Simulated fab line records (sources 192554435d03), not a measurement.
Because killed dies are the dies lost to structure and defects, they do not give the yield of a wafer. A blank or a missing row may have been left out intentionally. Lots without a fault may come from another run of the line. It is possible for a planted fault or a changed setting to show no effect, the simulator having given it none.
Lot-split experiment + flow n5-finfet + 7 lots, 21 wafers read, on a route of 1938 steps

== THE SPLIT ==
At N5_BEOL_M2_DESCUM_33 (chemistry O2, time 7 s), the setting time-s was moved away from the recipe's 7 s on 6 of the 21 wafers read, by -13.1% to +15.7%. The other wafers ran this setting at the recipe's value.

== THE PATH FROM SPLIT TO READING: the file shows 1 step between them ==
- N5_BEOL_M2_ETCH_77: etches underlayer in N2/H2, target depth 6.5 nm, time 5.2 s

== THE READING ==
CAR-EUV_of_BEOL_M2_COAT_22.thk-nm (the simulator's own value, which no gauge read), in nm, at N5_BEOL_M2_ETCH_69 (etches SiARC in CF4, target depth 15.6 nm, time 26 s). There is no usual value for it anywhere in the file. Here, 15 wafers ran the recipe; their average is 11.1 nm with a standard deviation of 0.098 nm.

| wafer  | tool, chamber at the split | time-s as run, s | against the recipe | CAR-EUV_of_BEOL_M2_COAT_22.thk-nm, nm | against lot-mates on the recipe |
|--------|----------------------------|------------------|--------------------|---------------------------------------|---------------------------------|
| L077.1 | rie-diel-02, 3,1           | 6.081            | -13.1%             | 11.6                                  | +0.4                            |
| L077.5 | rie-diel-02, 3,1           | 6.081            | -13.1%             | 11.6                                  | +0.4                            |
| L077.6 | rie-diel-02, 2             | 7                | recipe             | 11.2                                  | -                               |
| L078.4 | rie-diel-02, 0             | 7                | recipe             | 11.2                                  | -                               |
| L078.5 | rie-diel-02, 2,1           | 7                | recipe             | 11.2                                  | -                               |
| L078.6 | rie-diel-02, 2,1           | 7                | recipe             | 11                                    | -                               |
| L080.1 | rie-diel-02, 1             | 7                | recipe             | 11.2                                  | -                               |
| L080.5 | rie-diel-02, 0             | 7                | recipe             | 11.2                                  | -                               |
| L080.6 | rie-diel-02, 1             | 7                | recipe             | 11                                    | -                               |
| L083.4 | rie-diel-01, 3,0           | 7                | recipe             | 11                                    | -                               |
| L083.5 | rie-diel-01, 3,0           | 7                | recipe             | 11                                    | -                               |
| L083.6 | rie-diel-01, 1             | 7                | recipe             | 11.2                                  | -                               |
| L084.2 | rie-diel-02, 0             | 8.027            | +14.7%             | 10.6                                  | -0.4                            |
| L084.6 | rie-diel-02, 3             | 8.027            | +14.7%             | 10.6                                  | -0.4                            |
| L084.4 | rie-diel-02, 1             | 7                | recipe             | 11                                    | -                               |
| L096.3 | rie-diel-01, 1,2           | 7                | recipe             | 11.2                                  | -                               |
| L096.5 | rie-diel-01, 1             | 7                | recipe             | 11.2                                  | -                               |
| L096.6 | rie-diel-01, 1,2           | 7                | recipe             | 11.2                                  | -                               |
| L097.2 | rie-diel-06, 3             | 8.096            | +15.7%             | 10.6                                  | -0.4                            |
| L097.5 | rie-diel-06, 3             | 8.096            | +15.7%             | 10.6                                  | -0.4                            |
| L097.4 | rie-diel-06, 0             | 7                | recipe             | 11                                    | -                               |
If several chambers appear in one row, that row covers several wafers at once and the file leaves open which wafer was in which chamber.

FIT RESULTS
A straight line over all 21 wafers: CAR-EUV_of_BEOL_M2_COAT_22.thk-nm changes by -0.035 nm for each +1% of time-s; r = -0.95; the points scatter about the line by 0.088 nm.
The same after taking each lot's own level away (the mean of its wafers on the recipe; 21 wafers): -0.0277 nm for each +1%; r = -0.96; scatter 0.066 nm.
The reading moves by 0.43 nm for the largest change in time-s, on that fit.
From 11.00 to 11.20 nm: that is the span of the lots' own levels, equal to 2.0 times the standard deviation above.
In other words, the slope is changed by the lot-to-lot level; the two fits disagree.
Check: -0.433 nm against its lot-mates is what the line predicts for one of the wafers moved furthest among these (+15.7%) when that wafer is left out of the fit. Against them it came out at -0.4 nm.

== OTHER SPLITS ON THESE WAFERS ==
Before the reading, these wafers also passed through other splits. Each is held against what the fit with the lots' levels taken away leaves over:
| other split on the same wafers            | wafers away from the commonest value | r with CAR-EUV_of_BEOL_M2_COAT_22.thk-nm (lot level and that fit taken away) |
|-------------------------------------------|--------------------------------------|------------------------------------------------------------------------------|
| N5_BEOL_M0_TRENCH_ETCH_107 target-depth-a | 6                                    | -0.05                                                                        |
| N5_BEOL_M1_ETCH_70 source-w               | 7                                    | +0.02                                                                        |
| N5_BEOL_M1_TRENCH_ETCH_37 time-s          | 7                                    | +0.01                                                                        |
| N5_BEOL_M2_COAT_67 spin-rpm               | 9                                    | +0.24                                                                        |

== THE WHOLE CHAIN: every reading that the file lists as answering this split, in the file's order ==
| step                 | what it does                                                | reading                                                                            | change (the file's fit)                | r (the file's) |
|----------------------|-------------------------------------------------------------|------------------------------------------------------------------------------------|----------------------------------------|----------------|
| N5_BEOL_M2_DESCUM_33 | chemistry O2, time 7 s                                      | CAR-EUV_of_BEOL_M2_COAT_22.thk-nm (the simulator's own value, which no gauge read) | -0.0339 nm for each +1% of the setting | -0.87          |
| N5_BEOL_M2_ETCH_77   | etches underlayer in N2/H2, target depth 6.5 nm, time 5.2 s | CAR-EUV_of_BEOL_M2_COAT_22.thk-nm (the simulator's own value, which no gauge read) | -0.0324 nm for each +1% of the setting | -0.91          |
| N5_BEOL_M2_ETCH_69   | etches SiARC in CF4, target depth 15.6 nm, time 26 s        | CAR-EUV_of_BEOL_M2_COAT_22.thk-nm (the simulator's own value, which no gauge read) | -0.0275 nm for each +1% of the setting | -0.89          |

== THE FILE'S OWN FIT ==
CAR-EUV_of_BEOL_M2_COAT_22.thk-nm changes by -0.0275 nm for each +1% of time-s, r = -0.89.
